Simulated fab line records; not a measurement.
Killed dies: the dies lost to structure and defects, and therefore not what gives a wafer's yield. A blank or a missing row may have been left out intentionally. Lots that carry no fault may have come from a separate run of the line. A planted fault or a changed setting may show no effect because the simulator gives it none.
fab line records	flow n5-finfet
record: lots: 8	wafers: 24	last-day: 18
route steps=1938 shown FIN_SAQP@118 BEOL_M4@1111 PASSIVATION@1936
lots untouched by any fault: they come from a run of this same line in which no faults occurred
start-h: the number of hours between the record's first day and the start of the first shown wafer of the lot	wait-h: hours since the lot's step before	" same as the row above	L1.1+2: several wafers, shown together as one row	- no value, or no start given	* or withheld: withheld	< > ~ a bound
route shown NAME@n: names a module that has steps shown in the file, with the first one's number in the route	usual: mean and standard deviation over wafers with no fault	same: alike in all rows	chamber/n: place in a boat	sites: per-site readings	_std_site: the standard deviation of these	_edge_site: the outer-site mean with the inner-site mean subtracted	radius-mm: for every site, how far away it sits from the centre of the wafer	mask NAME#n: copy n	behind: the last tool/chamber to shape the wafer	hold: the reason the lot was held/the length of the hold in hours/how it ended	device: names the non-switching transistor (n, p or np)	end of line: the same wafers' tests at the end of the route	step lacking rows: just its recipe	killed: dies lost to structure and defects at the first sort, not the wafer's yield	map: a wafer's dies, x killed, . not, _ none there
set.NAME: the setting the step ran with; set.NAME@STEP: the setting that earlier step ran with	model.NAME: the simulator's own value behind a step, which no gauge read
steps of the route over a sample of lots; a table a step, a row a wafer
services: when a tool's chamber went out of use (start-h, in hours from the record's first day, below 0 if earlier), for how many hours, and the reason
== steps ==
step: N5_FIN_SAQP_HM_OPEN_73
recipe: chemistry: CHF3/O2	target: SiO2	stop-on: a-Si	target-depth-a: 120	over-etch-frac: 1.8	mask-material: SOC	time-s: 16.8	pressure-mtorr: 30	source-w: 650	bias-w: 170	Ar_flow_sccm: 200	CHF3_flow_sccm: 50	O2_flow_sccm: 5	ion-energy-ev: 200	ends: end-point
usual: CHF3_flow_sccm: 50.00/0.16	bias-w: 170.1/0.49	drypump-motor-current-A: 5.6/0.47	mfc-ar-sccm: 200.0/0.56	oes-product-au: 0.46/0.051	rf-vpp-V: 518/11	showerhead-plenum-p-Torr: 2.36/0.063	throttle-valve-pct: 18.84/0.21
same: over-etch-frac: 1.8
lot.wafer	tool	chamber	start-h	wait-h	CHF3_flow_sccm	bias-w	drypump-motor-current-A	mfc-ar-sccm	oes-product-au	rf-hours-counter-h	rf-vpp-V	showerhead-plenum-p-Torr	throttle-valve-pct
L823.2	rie-diel-02	2	22.37	0.0	49.82	169.8	5.4	201.1	0.42	219	519	2.30	19.09
L823.3	"	3	"	"	50.08	171.0	6.6	199.5	0.43	172	514	2.30	18.49
L823.5	"	0	"	"	50.27	169.8	5.6	200.5	0.45	-	509	2.30	18.73
L825.1	rie-diel-02	3	34.45	0.0	50.32	170.2	6.6	200.2	0.43	176	515	2.29	18.49
L825.3	"	0	"	"	50.01	170.1	5.6	201.3	0.45	143	509	2.30	18.75
L825.5	"	1	"	"	49.92	169.0	5.4	199.8	0.42	-	521	2.31	18.89
L828.2	rie-diel-02	1	51.73	0.0	49.83	171.0	5.4	199.9	0.43	198	522	2.31	18.91
L828.5	"	1	"	"	50.09	170.9	5.4	200.8	0.42	-	521	2.31	18.93
L828.6	"	0	"	"	50.14	170.1	5.6	200.5	0.46	-	508	2.30	18.75
L834.2	rie-diel-01	1	89.88	0.0	49.88	170.3	6.7	198.7	0.42	225	518	2.38	19.20
L834.3	"	3	"	"	50.05	169.6	6.1	200.9	0.41	238	518	2.39	19.24
L834.5	"	2	"	"	49.96	169.3	5.2	199.5	0.42	-	530	2.38	18.71
L835.1	rie-diel-02	0	95.30	0.0	50.01	169.7	5.6	200.1	0.45	164	508	2.29	18.78
L835.5	"	0	"	"	50.15	169.8	5.6	199.5	0.45	-	509	2.29	18.79
L835.6	"	3	"	"	50.23	170.0	6.5	199.8	0.43	-	513	2.29	18.54
L841.1	rie-diel-06	1	133.34	0.0	49.78	170.2	4.9	200.3	0.49	106	533	2.43	18.59
L841.2	"	0	"	"	50.15	169.5	5.5	201.1	0.42	252	495	2.27	19.08
L841.3	"	0	"	"	50.16	168.8	5.6	201.4	0.42	-	498	2.27	19.08
L842.1	rie-diel-06	3	136.73	0.0	49.94	170.2	5.3	199.9	0.58	1	519	2.37	18.35
L842.4	"	3	"	"	50.00	171.0	5.3	199.6	0.59	-	518	2.37	18.35
L842.5	"	1	"	"	50.15	170.2	4.9	200.3	0.50	-	536	2.43	18.59
L846.1	rie-diel-01	3	160.32	0.0	50.25	170.3	6.0	199.5	0.55	10	519	2.38	18.87
L846.5	"	0	"	"	50.03	169.7	6.0	199.1	0.47	-	514	2.43	18.84
L846.6	"	2	"	"	49.85	169.7	5.2	200.2	0.41	-	530	2.37	18.76
step: N5_FIN_SAQP_SPACER1_ETCHBACK_25
recipe: chemistry: CHF3/O2	mode: anisotropic-etchback	target: SiO2	target-depth-a: 244	time-s: 12.2	pressure-mtorr: 30	source-w: 650	bias-w: 170	Ar_flow_sccm: 200	CHF3_flow_sccm: 50	O2_flow_sccm: 5	ion-energy-ev: 200
usual: CHF3_flow_sccm: 50.04/0.16	bias-w: 170.0/0.48	drypump-motor-current-A: 5.6/0.54	mfc-ar-sccm: 200.1/0.52	oes-product-au: 0.77/0.087	rf-vpp-V: 519/11	showerhead-plenum-p-Torr: 2.38/0.061	throttle-valve-pct: 18.92/0.24
same: time-s: 12.2
lot.wafer	tool	chamber	start-h	wait-h	CHF3_flow_sccm	bias-w	drypump-motor-current-A	mfc-ar-sccm	oes-product-au	rf-hours-counter-h	rf-vpp-V	showerhead-plenum-p-Torr	throttle-valve-pct
L823.2	rie-diel-01	0	24.40	0.5	49.86	170.4	6.0	199.8	0.83	60	513	2.46	18.82
L823.3	"	1	"	"	50.09	170.2	6.7	199.9	0.72	202	518	2.38	19.24
L823.5	"	2	"	"	50.32	170.5	5.1	199.4	0.72	-	530	2.39	18.74
L825.1	rie-diel-01	2	36.18	0.4	50.19	169.7	5.1	200.1	0.72	196	531	2.39	18.74
L825.3	"	3	"	"	50.09	170.6	6.1	200.7	0.70	220	518	2.40	19.28
L825.5	"	3	"	"	50.00	170.1	6.1	200.6	0.70	-	518	2.40	19.27
L828.2	rie-diel-06	1	53.49	0.4	49.98	169.9	4.9	199.6	0.86	72	534	2.45	18.61
L828.5	"	1	"	"	49.91	170.7	4.9	200.2	0.86	-	535	2.45	18.62
L828.6	"	0	"	"	50.12	170.3	5.6	199.5	0.71	-	496	2.29	19.10
L834.2	rie-diel-06	0	91.67	0.4	49.99	169.9	5.5	199.4	0.71	230	498	2.28	19.12
L834.3	"	3	"	"	50.03	170.1	5.3	199.7	0.69	239	518	2.37	18.77
L834.5	"	2	"	"	49.79	170.1	5.5	200.2	0.91	-	522	2.44	19.03
L835.1	rie-diel-01	2	97.03	0.4	50.29	170.0	5.1	200.8	0.70	219	530	2.38	18.79
L835.5	"	1	"	"	50.07	169.6	6.7	201.1	0.70	-	516	2.37	19.29
L835.6	"	2	"	"	50.34	170.4	5.1	200.5	0.71	-	531	2.38	18.79
L841.1	rie-diel-02	2	135.23	0.4	49.93	169.9	5.4	200.1	0.68	249	519	2.28	19.21
L841.2	"	1	"	"	50.10	169.5	5.4	200.3	0.68	218	521	2.30	19.02
L841.3	"	0	"	"	49.72	168.9	5.6	201.0	0.74	169	509	2.29	18.88
L842.1	rie-diel-01	0	138.53	0.5	50.21	169.8	6.0	199.9	0.79	106	512	2.44	18.89
L842.4	"	1	"	"	50.07	170.3	6.7	200.6	0.69	-	517	2.37	19.31
L842.5	"	0	"	"	49.98	169.5	6.0	199.6	0.79	-	512	2.44	18.90
L846.1	rie-diel-06	1	162.40	0.4	49.98	170.1	4.9	199.8	0.80	117	533	2.43	18.69
L846.5	"	2	"	"	50.00	169.3	5.5	200.0	0.86	-	522	2.43	19.07
L846.6	"	1	"	"	49.91	170.2	4.9	199.6	0.80	-	535	2.43	18.67
step: N5_FIN_SAQP_ETCH_65
recipe: chemistry: CF4	target: SiO2	target-depth-a: 40	ion-energy-ev: 350	time-s: 4.4	pressure-mtorr: 10	icp-w: 800	bias-w: 400	cf4-flow-sccm: 80
usual: bias-w: 400.1/1.2	cf4-flow-sccm: 79.99/0.24	drypump-motor-current-A: 5.6/0.46	oes-product-au: 0.994/0.02	throttle-valve-pct: 21.71/0.16	time-s: 4.4/0
lot.wafer	tool	chamber	start-h	wait-h	bias-w	cf4-flow-sccm	drypump-motor-current-A	oes-product-au	rf-hours-counter-h	throttle-valve-pct	time-s
L823.2	rie-si-06	3	24.75	0.1	402.6	80.10	6.3	1.002	92	21.60	4.4
L823.3	"	1	"	"	400.7	80.05	5.1	0.991	180	21.72	4.4
L823.5	"	1	"	"	399.9	79.76	5.1	0.988	-	21.71	4.4
L825.1	rie-si-06	3	36.53	0.1	399.3	79.90	6.4	0.992	92	21.61	4.4
L825.3	"	2	"	"	399.9	80.14	5.4	1.000	2	21.57	4.4
L825.5	"	2	"	"	399.8	80.00	5.4	0.988	-	21.57	4.4
L828.2	rie-si-02	3	53.85	0.1	401.3	80.24	6.1	1.061	27	21.53	4.4
L828.5	"	3	"	"	399.5	79.63	6.1	1.058	-	21.52	4.4
L828.6	"	2	"	"	398.7	79.98	5.0	0.994	-	21.92	4.4
L834.2	rie-si-06	0	92.02	0.1	401.0	79.69	5.4	0.995	27	21.68	4.4
L834.3	"	1	"	"	401.0	79.66	5.1	0.988	181	21.70	4.4
L834.5	"	2	"	"	398.0	79.64	5.4	1.005	-	21.58	4.4
L835.1	rie-si-03	0	97.44	0.1	400.3	79.91	5.5	0.992	48	22.21	4.4
L835.5	"	1	"	"	400.3	80.07	6.3	0.957	-	21.82	4.4
L835.6	"	2	"	"	399.3	80.24	6.0	1.007	-	22.00	4.4
L841.1	rie-si-03	1	135.59	0.1	-	-	-	-	-	-	-
L841.2	"	3	"	"	-	-	-	-	-	-	-
L841.3	"	0	"	"	-	-	-	-	-	-	-
L842.1	rie-si-02	0	138.88	0.1	-	-	-	-	-	-	-
L842.4	"	1	"	"	-	-	-	-	-	-	-
L842.5	"	0	"	"	-	-	-	-	-	-	-
L846.1	rie-si-06	0	162.76	0.1	397.5	80.12	5.4	0.993	28	21.69	4.4
L846.5	"	0	"	"	400.0	79.99	5.4	0.991	-	21.67	4.4
L846.6	"	1	"	"	402.2	79.84	5.1	0.992	-	21.71	4.4
step: N5_FIN_SAQP_RECESS_71
recipe: chemistry: HF/NH3	target: SiO2	target-depth-a: 30	afs-cycles: 1	temp-c: 30	sublimation-temp-c: 180	sublimation-time-s: 60
usual: drypump-motor-current-A: 5.96/0.3
same: sublimation-time-s: 60
lot.wafer	tool	chamber	start-h	wait-h	drypump-motor-current-A
L823.2	vapor-etch-01	0	25.74	0.3	6.15
L823.3	"	0	"	"	6.17
L823.5	"	0	"	"	6.14
L825.1	vapor-etch-01	0	37.47	0.0	6.15
L825.3	"	0	"	"	6.15
L825.5	"	1	"	"	5.69
L828.2	vapor-etch-02	1	54.57	0.0	5.67
L828.5	"	0	"	"	6.39
L828.6	"	1	"	"	5.68
L834.2	vapor-etch-01	0	92.75	0.0	6.15
L834.3	"	0	"	"	6.16
L834.5	"	1	"	"	5.66
L835.1	vapor-etch-02	1	98.28	0.0	5.67
L835.5	"	0	"	"	6.33
L835.6	"	1	"	"	5.71
L841.1	vapor-etch-01	1	137.18	0.0	5.66
L841.2	"	0	"	"	6.13
L841.3	"	1	"	"	5.68
L842.1	vapor-etch-02	1	139.61	0.0	5.65
L842.4	"	0	"	"	6.37
L842.5	"	0	"	"	6.36
L846.1	vapor-etch-01	1	163.48	0.0	5.65
L846.5	"	1	"	"	5.66
L846.6	"	0	"	"	6.16
step: N5_BEOL_M4_RC_MEAS_101
usual: DIBL_N: 36.2/1.6	DIBL_P: 36.1/2	IOFF_N: 0.16/0.032	IOFF_P: 0.22/0.036	ION_N: 672/11	ION_P: 463/7.5	SS_N: 71.4/0.58	SS_P: 73.2/0.67	VT_N: 250/3.3	VT_P: -250/3.3
lot.wafer	tool	chamber	start-h	wait-h	DIBL_N[mV/V]	DIBL_P[mV/V]	IOFF_N[nA/um]	IOFF_P[nA/um]	ION_N[uA/um]	ION_P[uA/um]	SS_N[mV/dec]	SS_P[mV/dec]	VT_N[mV]	VT_P[mV]
L823.2	prober-02	0	172.98	0.2	36.6	37.3	0.13	0.17	652	446	71.1	72.5	254	-257
L823.3	"	0	"	"	37.2	38.7	0.17	0.19	679	456	72.3	74.0	247	-251
L823.5	"	0	"	"	34.5	35.6	0.12	0.15	660	444	70.7	72.3	255	-256
L825.1	prober-02	0	179.65	0.0	35.8	36.9	0.15	0.22	678	470	71.6	73.6	248	-250
L825.3	"	0	"	"	35.9	35.7	0.15	0.19	664	457	71.4	72.8	249	-252
L825.5	"	0	"	"	38.0	39.7	0.19	0.27	675	469	72.2	74.3	249	-249
L828.2	prober-01	0	200.53	0.2	37.3	36.4	0.17	0.23	673	467	71.5	73.2	250	-247
L828.5	"	0	"	"	36.5	34.5	0.17	0.20	678	459	71.8	72.7	247	-249
L828.6	"	0	"	"	34.3	33.2	0.13	0.18	668	457	70.1	72.1	249	-250
L834.2	prober-01	0	238.05	0.2	35.3	35.8	0.15	0.24	675	474	71.6	72.6	250	-246
L834.3	"	0	"	"	36.7	37.5	0.18	0.27	681	474	72.1	73.8	247	-243
L834.5	"	0	"	"	36.0	36.4	0.15	0.24	677	471	71.7	73.5	250	-247
L835.1	prober-02	0	246.98	0.0	33.7	33.0	0.12	0.19	657	461	70.5	72.0	252	-246
L835.5	"	0	"	"	35.4	35.0	0.15	0.23	681	468	71.2	72.8	250	-245
L835.6	"	0	"	"	36.2	35.8	0.18	0.23	686	474	71.4	73.0	247	-244
L846.1	prober-02	0	339.85	0.0	38.7	39.5	0.20	0.25	694	469	72.4	73.6	244	-246
L846.5	"	0	"	"	36.5	37.2	0.16	0.22	679	470	72.2	73.4	250	-247
L846.6	"	0	"	"	34.7	35.7	0.13	0.20	661	465	71.4	72.2	252	-252
step: N5_PASSIVATION_PROBE_49
usual: defect-limited-yield: 91.4/1.3	killed_at_M0_to_M3: 34/10	killed_at_M4_up: 14/5.6	killed-at-contacts: 13/5.9	killed-at-front-end: 37/9.9	killed-at-other: 3.5/2.8	killed-dies: 101/15	killed-on-rim: 13/3.9	killed-open: 67/12	killed-short: 32/6.6	sort_bin_5_function: 5.0/0.81	sort_bin_6_memory: 3.2/0.66	sort_bin_8_speed: 0.00/0.007	sort-n-pass: 1079/15	sort-yield-pct: 91.4/1.3
same: gross-dies: 1180	killed-at-back-side: 0	sort_bin_4_leakage[%]: 0
lot.wafer	tool	chamber	start-h	wait-h	defect-limited-yield[%]	killed_at_M0_to_M3	killed_at_M4_up	killed-at-contacts	killed-at-front-end	killed-at-other	killed-dies	killed-on-rim	killed-open	killed-short	sort_bin_5_function[%]	sort_bin_6_memory[%]	sort_bin_8_speed[%]	sort-n-pass	sort-yield-pct[%]
L828.2	prober-01	-	311.72	0.1	92.3	39	25	7	18	2	91	15	66	25	5.3	2.3	0	1089	92.3
L828.5	prober-01	-	311.87	0.2	92.0	35	21	10	28	0	94	10	70	24	5.1	2.9	0	1086	92.0
L828.6	prober-01	-	311.92	0.3	92.0	35	20	10	27	2	94	15	63	28	4.4	3.1	0	1086	92.0
L834.2	prober-01	-	342.33	0.1	92.4	20	13	21	34	2	90	6	60	29	4.5	2.9	0	1090	92.4
L834.3	prober-01	-	342.38	0.1	92.6	17	10	16	36	8	87	13	52	30	3.6	2.7	0	1093	92.6
L834.5	prober-01	-	342.48	0.2	92.3	20	11	18	39	3	91	13	58	30	5.1	2.2	0	1089	92.3
L841.1	prober-01	-	395.85	0.0	0	26	12	4	1129	9	1180	152	45	29	97.5	2.0	0	0	0
L841.2	prober-01	-	395.90	0.1	0	37	14	5	1120	4	1180	152	60	32	97.0	2.9	0	0	0
L841.3	prober-01	-	395.95	0.1	0	39	4	17	1116	4	1180	152	58	45	96.4	3.4	0	0	0
L842.1	prober-02	-	418.65	0.6	0	29	20	19	1108	4	1180	152	81	36	95.9	3.6	0	0	0
L842.4	prober-02	-	418.80	0.7	0	26	15	10	1123	6	1180	152	42	34	97.7	2.2	0	0	0
L842.5	prober-02	-	418.85	0.8	0	37	23	13	1105	2	1180	152	82	28	96.2	3.5	0	0	0
killed by level:class
L828.2 BEOL_M0_SAQP:geometric-particle:open=11 BEOL_M4:geometric-particle:open=11 BEOL_M2:geometric-particle:open=9 BEOL_M3:geometric-particle:open=8 BEOL_M5:geometric-particle:open=5 MOL_CONTACT_COAG:geometric-particle:open=5 BEOL_M0_SAQP:geometric-particle:short=4 FIN_SAQP:geometric-particle:open=3
L828.5 BEOL_M3:geometric-particle:open=11 BEOL_M4:geometric-particle:open=11 BEOL_M0_SAQP:geometric-particle:short=9 MOL_CONTACT_COAG:geometric-particle:open=8 BEOL_M2:geometric-particle:open=8 STI_FIN_REVEAL:geometric-particle:open=5 ILD0:geometric-particle:open=4 GATE_CUT:geometric-particle:open=4
L828.6 BEOL_M3:geometric-particle:open=10 MOL_CONTACT_COAG:geometric-particle:open=9 BEOL_M0_SAQP:geometric-particle:open=9 BEOL_M4:geometric-particle:open=9 FIN_SAQP:geometric-particle:open=7 BEOL_M0_SAQP:geometric-particle:short=5 FIN_SAQP:geometric-particle:short=4 BEOL_M2:geometric-particle:open=4
L834.2 MOL_CONTACT_COAG:geometric-particle:open=15 FIN_SAQP:geometric-particle:open=6 MOL_CONTACT_COAG:geometric-particle:short=6 BEOL_M4:geometric-particle:open=6 FIN_SAQP:geometric-particle:short=5 BEOL_M0_SAQP:geometric-particle:open=5 DUMMY_GATE:geometric-particle:open=4 BEOL_M0_SAQP:geometric-particle:short=4
L834.3 MOL_CONTACT_COAG:geometric-particle:open=14 FIN_SAQP:geometric-particle:short=8 FIN_SAQP:geometric-particle:open=7 BEOL_M4:geometric-particle:open=6 STI_FIN_REVEAL:geometric-particle:open=5 HKMG_FIN:area-etch=5 BEOL_M0_SAQP:geometric-particle:short=4 BEOL_M2:geometric-particle:open=4
L834.5 MOL_CONTACT_COAG:geometric-particle:open=15 FIN_SAQP:geometric-particle:open=9 FIN_SAQP:geometric-particle:short=7 BEOL_M0:geometric-particle:open=6 BEOL_M0_SAQP:geometric-particle:open=6 DUMMY_GATE:geometric-particle:open=5 GATE_CUT:geometric-particle:open=4 STARTING-WAFER:geometric-particle:short=4
L841.1 FIN_SAQP:area-etch=1104 BEOL_M0_SAQP:geometric-particle:short=8 BEOL_M2:geometric-particle:open=8 BEOL_M4:geometric-particle:open=5 FIN_SAQP:geometric-particle:open=4 STI_FIN_REVEAL:geometric-particle:open=3 DUMMY_GATE:geometric-particle:open=3 GATE_CUT:geometric-particle:short=3
L841.2 FIN_SAQP:area-etch=1088 BEOL_M0_SAQP:geometric-particle:short=15 FIN_SAQP:geometric-particle:open=10 BEOL_M2:geometric-particle:open=9 BEOL_M4:geometric-particle:open=9 FIN_SAQP:geometric-particle:short=7 STI_FIN_REVEAL:geometric-particle:open=7 BEOL_M0_SAQP:geometric-particle:open=7
L841.3 FIN_SAQP:area-etch=1077 BEOL_M0_SAQP:geometric-particle:short=18 MOL_CONTACT_COAG:geometric-particle:open=15 BEOL_M0_SAQP:geometric-particle:open=10 STI_FIN_REVEAL:geometric-particle:open=6 DUMMY_GATE:geometric-particle:open=6 GATE_CUT:geometric-particle:short=6 FIN_SAQP:geometric-particle:short=5
L842.1 FIN_SAQP:area-etch=1061 MOL_CONTACT_COAG:geometric-particle:open=15 STI_FIN_REVEAL:geometric-particle:open=14 BEOL_M3:geometric-particle:open=8 BEOL_M0_SAQP:geometric-particle:short=7 FIN_SAQP:geometric-particle:short=5 FIN_SAQP:geometric-particle:open=5 DUMMY_GATE:geometric-particle:open=5
L842.4 FIN_SAQP:area-etch=1103 BEOL_M0_SAQP:geometric-particle:short=14 MOL_CONTACT_COAG:geometric-particle:open=8 BEOL_M4:geometric-particle:open=8 STI_FIN_REVEAL:geometric-particle:open=4 BEOL_M0_SAQP:geometric-particle:open=4 BEOL_M2:geometric-particle:open=4 ILD0:geometric-particle:short=3
L842.5 FIN_SAQP:area-etch=1067 STI_FIN_REVEAL:geometric-particle:open=13 MOL_CONTACT_COAG:geometric-particle:open=11 BEOL_M2:geometric-particle:open=10 BEOL_M3:geometric-particle:open=9 BEOL_M0_SAQP:geometric-particle:open=6 BEOL_M4:geometric-particle:open=6 FIN_SAQP:geometric-particle:open=5
== services ==
tool	chamber	start-h	hours	kind
vapor-etch-02	-	28.51	0.5	repair
rie-si-02	-	38.96	0.7	repair
rie-si-06	0	81.36	1.9	repair
rie-diel-02	-	96.68	28.1	pm
rie-diel-01	-	105.62	2.8	pm
rie-diel-06	3	116.09	-	clean
rie-diel-06	3	116.09	-	consumable-replace:focus-ring
rie-diel-01	3	118.77	-	clean
rie-diel-01	3	118.77	-	consumable-replace:focus-ring
rie-diel-01	3	118.77	22.9	scheduled-down
rie-diel-01	3	118.77	22.9	vent-cycle
vapor-etch-02	-	122.94	15.6	pm
rie-diel-02	3	126.12	3.5	repair
vapor-etch-01	-	131.62	0.8	repair
rie-diel-01	1	141.67	-	clean
rie-diel-01	1	141.67	-	consumable-replace:focus-ring
rie-diel-01	1	141.67	20.2	scheduled-down
rie-diel-01	1	141.67	20.2	vent-cycle
vapor-etch-02	1	142.89	8.8	repair
rie-diel-02	3	143.67	19.0	repair
rie-diel-01	2	162.14	-	clean
rie-diel-01	2	162.14	-	consumable-replace:focus-ring
rie-diel-01	2	162.14	15.7	scheduled-down
rie-diel-01	2	162.14	15.7	vent-cycle
== key ==
first-sign: step: N5_FIN_SAQP_ETCH_65	reading: tool-record	direction: missing
effect: step: N5_PASSIVATION_PROBE_49	reading: sort_bin_5_function	direction: up	sigmas: 99+	usual: 5.0	struck: 96.8
more-kills-born-at: N5_FIN_SAQP_ETCH_65@rie-si-03: 3269	N5_FIN_SAQP_ETCH_65@rie-si-02: 3231
met-at N5_FIN_SAQP_ETCH_65
struck-lots L841,L842
later-rows-left-out L841.1,L841.2,L841.3,L842.1,L842.4,L842.5
not-acting-at N5_FIN_SAQP_HM_OPEN_73,N5_FIN_SAQP_SPACER1_ETCHBACK_25,N5_FIN_SAQP_RECESS_71
onset-between 97.44 135.59
fault: kind: skipped-step-whole	tool: rie-si-02,rie-si-03	chamber: -	onset-h: 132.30	steps: N5_FIN_SAQP_ETCH_65	scope: struck-lots-only
later-rows-left-out: the simulator's readings of these wafers behind a module that went badly wrong aren't trusted and aren't shown, but for the sort
